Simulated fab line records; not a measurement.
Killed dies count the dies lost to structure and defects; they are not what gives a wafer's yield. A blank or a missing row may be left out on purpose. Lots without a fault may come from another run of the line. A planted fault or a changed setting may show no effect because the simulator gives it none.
What tool caused it?    flow nand harc    42 wafers from 14 lots sampled at 4 of the route's 1159 steps

WHAT EACH GAUGE READ, for each wafer
NHARC_END_SORT_01.
lot   measured      on         killed at array  killed at other  killed at periphery  killed dies  killed open  killed short
L603  day 21 14:29  prober-01  46 58 43         1 2 0            5 4 3                52 64 46     4 10 5       4 3 1
L606  day 21 20:42  prober-01  28 27 36         2 0 0            3 6 6                33 33 42     3 5 5        0 3 1
L608  day 22 07:37  prober-01  45 45 35         0 0 0            6 2 1                51 47 36     4 2 7        1 3 1
L607  day 22 06:48  prober-02  26 25 28         0 0 0            5 2 4                31 27 32     6 1 1        1 3 1
L605  day 22 16:13  prober-01  29 28 37         0 0 0            7 4 4                36 32 41     8 7 6        2 2 1
L617  day 25 03:21  prober-01  130 138 93       1 1 1            3 1 2                134 140 96   5 4 2        4 0 4
L616  day 24 20:20  prober-01  115 98 125       0 0 0            1 3 4                116 101 129  2 2 6        0 2 2

EACH LOT AND THE TOOL THAT RAN IT (in order: tool; ch and the chambers of the sampled wafers; start)
lot   NHARC_A_STAIRCASE_ALD_420         NHARC_THIN_TSV_ETCH_15            NHARC_THIN_TSV_PRE_CLEAN_50
L596  ald hk-03 ch 0,2, day 12 11:43    rie si-05 ch 1,3, day 18 17:14    pvd sputter-03, no start
L597  ald hk-02 ch 1,2,3, day 12 12:02  rie si-05 ch 0,3, day 19 04:13    pvd sputter-01, no start
L598  ald hk-03 ch 0,1, day 12 23:30    rie si-05 ch 0,1,3, day 19 06:47  pvd sputter-03, no start
L599  ald hk-01 ch 1,2, day 12 23:31    rie si-02 ch 0,1,3, day 19 05:19  pvd sputter-01, no start
L600  ald hk-02 ch 0,2,3, day 13 09:46  rie si-03 ch 0,1,2, day 19 23:26  pvd sputter-01, no start
L602  ald hk-03 ch 2,3, day 13 23:32    rie si-05 ch 0,3, day 20 13:21    pvd sputter-02, no start
L601  ald hk-02 ch 1,2, day 13 23:32    rie si-03 ch 1,2, day 20 14:32    pvd sputter-01, no start
L603  ald hk-01 ch 0,1,2, day 14 11:35  rie si-03 ch 1,2, day 20 20:26    pvd sputter-01, day 21 14:29 or earlier
L606  ald hk-03 ch 0,1, day 15 03:05    rie si-03 ch 0,1,2, day 21 05:17  pvd sputter-01, day 21 20:42 or earlier
L608  ald hk-03 ch 2,3, day 15 08:35    rie si-03 ch 1,2,3, day 21 17:54  pvd sputter-01, day 22 07:37 or earlier
L607  ald hk-01 ch 0,1,3, day 15 08:35  rie si-02 ch 0,2, day 21 16:50    pvd sputter-03, day 22 06:48 or earlier
L605  ald hk-02 ch 1,2,3, day 15 20:52  rie si-03 ch 0,2,3, day 22 01:11  pvd sputter-01, day 22 16:13 or earlier
L617  ald hk-02 ch 0,1,3, day 17 16:49  rie si-03 ch 0,1,3, day 24 08:46  pvd sputter-01, day 25 03:21 or earlier
L616  ald hk-02 ch 0,2,3, day 18 01:21  rie si-02 ch 0,2,3, day 24 03:46  pvd sputter-02, day 24 20:20 or earlier
- NHARC_A_STAIRCASE_ALD_420: deposits SiO2, target thk 20 nm, pulse time 6 s, ald cycles 200.
- NHARC_THIN_TSV_ETCH_15: target depth 3000 nm, bosch target overetch cycles 2, bosch etch step 2.8 s.
- NHARC_THIN_TSV_PRE_CLEAN_50: time 30 s.

WHAT THE TOOLS THEMSELVES READ (means of the sampled wafers that have a number; where no wafer has one, the mark that the record gives instead)
NHARC_A_STAIRCASE_ALD_420.
lot   tool       heater power w (W)  precursor pulse height rel
L596  ald hk-03  434                 1.033
L597  ald hk-02  439                 0.998
L598  ald hk-03  487                 0.995
L599  ald hk-01  473                 0.977
L600  ald hk-02  460                 0.989
L602  ald hk-03  455                 1.000
L601  ald hk-02  440                 1.026
L603  ald hk-01  450                 0.989
L606  ald hk-03  500                 1.014
L608  ald hk-03  441                 1.010
L607  ald hk-01  427                 1.018
L605  ald hk-02  438                 1.023
L617  ald hk-02  461                 0.997
L616  ald hk-02  462                 1.010

NHARC_THIN_TSV_ETCH_15.
lot   tool       drypump motor current A (A)  he backside leak sccm (sccm)
L596  rie si-05  6.1                          2.70
L597  rie si-05  6.0                          2.66
L598  rie si-05  6.0                          2.55
L599  rie si-02  5.7                          2.64
L600  rie si-03  5.1                          3.06
L602  rie si-05  6.0                          2.70
L601  rie si-03  4.7                          2.71
L603  rie si-03  4.7                          2.45
L606  rie si-03  5.1                          2.47
L608  rie si-03  5.0                          2.66
L607  rie si-02  5.7                          2.46
L605  rie si-03  5.4                          2.65
L617  rie si-03  5.3                          2.95
L616  rie si-02  5.5                          2.47

NHARC_THIN_TSV_PRE_CLEAN_50.
lot   tool            heater power w (W)
L596  pvd sputter-03  491
L597  pvd sputter-01  405
L598  pvd sputter-03  468
L599  pvd sputter-01  380
L600  pvd sputter-01  386
L602  pvd sputter-02  404
L601  pvd sputter-01  377
L603  pvd sputter-01  370
L606  pvd sputter-01  372
L608  pvd sputter-01  397
L607  pvd sputter-03  444
L605  pvd sputter-01  390
L617  pvd sputter-01  386
L616  pvd sputter-02  374

THE ANSWER, worked out from the rows above alone
Rule: the usual values come from the lots themselves. Put in order of their means at a reading, lots are off if they are a third of the lots or fewer, leave a main group of 4 or more, and stand apart from it by a gap of 3 or more times the standard deviation of the main group's means; of several such gaps the widest counts. A main group whose means are all the same, to the digits that the tables above print for the reading, isn't used. Also off: a lot with no number at a reading for which 4 or more lots have one. Any other lot the step has rows for is counted as sound. After the gauges, taken in route order, come the tools' own readings; for these a lot's mean is taken, as printed above. The first step at which some lot is off is used, and at that step the reading that is off furthest; a lot without a number counts as furthest.
Off at NHARC_END_SORT_01 (killed at array): L617, L616. Main group: mean 36, sd 8.3. Neither off nor sound, because the step has no rows for them: L596, L597, L598, L599, L600, L602, L601.
If a tool, at a process step before that reading, ran all the lots that are off and no sound lot after the first of them, it fits. Gauges at NHARC_END_SORT_01: tried the same way as those tools. Because NHARC_THIN_TSV_PRE_CLEAN_50 lacks a start for some lots, the hours and order of its lots are taken from NHARC_END_SORT_01. 2 tools fit, ald hk-02 at NHARC_A_STAIRCASE_ALD_420 and prober-01 at NHARC_END_SORT_01, so this cannot tell which one it is.

WHAT HAD BEEN PUT IN BY THE SIMULATOR
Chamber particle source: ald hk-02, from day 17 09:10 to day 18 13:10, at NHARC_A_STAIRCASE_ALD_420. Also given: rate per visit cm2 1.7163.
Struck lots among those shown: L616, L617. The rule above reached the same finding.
